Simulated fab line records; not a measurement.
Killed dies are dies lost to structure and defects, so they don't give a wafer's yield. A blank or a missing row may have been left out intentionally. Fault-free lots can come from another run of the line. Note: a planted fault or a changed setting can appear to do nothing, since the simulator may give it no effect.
Matching of chambers + flow nandHarc + rieDiel-01 running NHARC_A_STAIRCASE_TRIM_196: 4 sister chambers
The step chemistry O2, time 211.2 s. 18 wafers are shown with their chamber, then 9 later ones without.

== WAFERS, EACH WITH ITS CHAMBER ==
| wafer  | chamber | drypumpMotorCurrentA (A) | showerheadPlenumPTorr (Torr) | rfVppV (V) |
|--------|---------|--------------------------|------------------------------|------------|
| L074.1 | 1       | 6.2                      | 3.68                         | 57.5       |
| L074.4 | 1       | 6.2                      | 3.68                         | 56.7       |
| L074.6 | 0       | 4.8                      | 3.27                         | 57.8       |
| L077.2 | 1       | 6.3                      | 3.67                         | 58.1       |
| L077.3 | 0       | 4.8                      | 3.81                         | 58.8       |
| L077.4 | 2       | 6.4                      | 3.80                         | 60.0       |
| L079.3 | 2       | 6.4                      | 3.80                         | 57.3       |
| L079.4 | 3       | 6.1                      | 3.30                         | 57.5       |
| L079.5 | 2       | 6.4                      | 3.80                         | 59.6       |
| L085.1 | 1       | 6.2                      | 3.66                         | 59.0       |
| L085.3 | 2       | 6.4                      | 3.79                         | 59.2       |
| L085.4 | 3       | 6.0                      | 3.29                         | 57.3       |
| L087.1 | 1       | 6.3                      | 3.66                         | 59.2       |
| L087.2 | 3       | 6.1                      | 3.29                         | 55.9       |
| L087.4 | 2       | 6.4                      | 3.78                         | 58.9       |
| L088.2 | 1       | 6.3                      | 3.66                         | 58.8       |
| L088.3 | 0       | 4.9                      | 3.79                         | 58.1       |
| L088.6 | 2       | 6.4                      | 3.78                         | 57.2       |

SIGNATURES (averages over the wafers above)
| reading               | chamber 0 | chamber 1 | chamber 2 | chamber 3 | scatter within a chamber |
|-----------------------|-----------|-----------|-----------|-----------|--------------------------|
| drypumpMotorCurrentA  | 4.833     | 6.250     | 6.400     | 6.067     | 0.045                    |
| showerheadPlenumPTorr | 3.6233    | 3.6683    | 3.7917    | 3.2933    | 0.116                    |
| rfVppV                | 58.233    | 58.217    | 58.700    | 56.900    | 0.993                    |
Rule: a wafer's distance from a chamber is the root of the sum, over the readings, of the square of ((its reading less the chamber's mean) divided by the reading's scatter). If the next closest chamber is less than 2 further off than the closest, the wafer can't be placed; otherwise it belongs to the closest. How the scatter is found: for the shown wafers, subtract from each reading the mean of its chamber, square and add these, divide the total by (wafers less chambers), then take the root.

== WAFERS WITH NO CHAMBER GIVEN ==
| wafer  | drypumpMotorCurrentA (A) | showerheadPlenumPTorr (Torr) | rfVppV (V) |
|--------|--------------------------|------------------------------|------------|
| L090.1 | 4.9                      | 3.78                         | 59.0       |
| L090.3 | 6.4                      | 3.77                         | 58.2       |
| L090.5 | 4.9                      | 3.78                         | 57.2       |
| L091.1 | 6.0                      | 3.28                         | 57.7       |
| L091.3 | 4.9                      | 3.78                         | 57.0       |
| L091.6 | 6.0                      | 3.28                         | 56.9       |
| L097.1 | 4.8                      | 3.77                         | 57.8       |
| L097.4 | 6.1                      | 3.80                         | 58.1       |
| L097.5 | 6.1                      | 3.80                         | 57.8       |

== CHAMBER TAKEN BY EACH ==
| wafer  | from the rows above     | in truth |
|--------|-------------------------|----------|
| L090.1 | 0                       | 0        |
| L090.3 | 2                       | 2        |
| L090.5 | 0                       | 0        |
| L091.1 | 3                       | 3        |
| L091.3 | 0                       | 0        |
| L091.6 | 3                       | 3        |
| L097.1 | 0                       | 0        |
| L097.4 | can't be placed: 1 or 3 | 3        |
| L097.5 | can't be placed: 1 or 3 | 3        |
7 of 9 placed correctly. Can't be placed from these rows: 2 (the true chamber is among the candidates in 2). Number placed wrongly: 0.
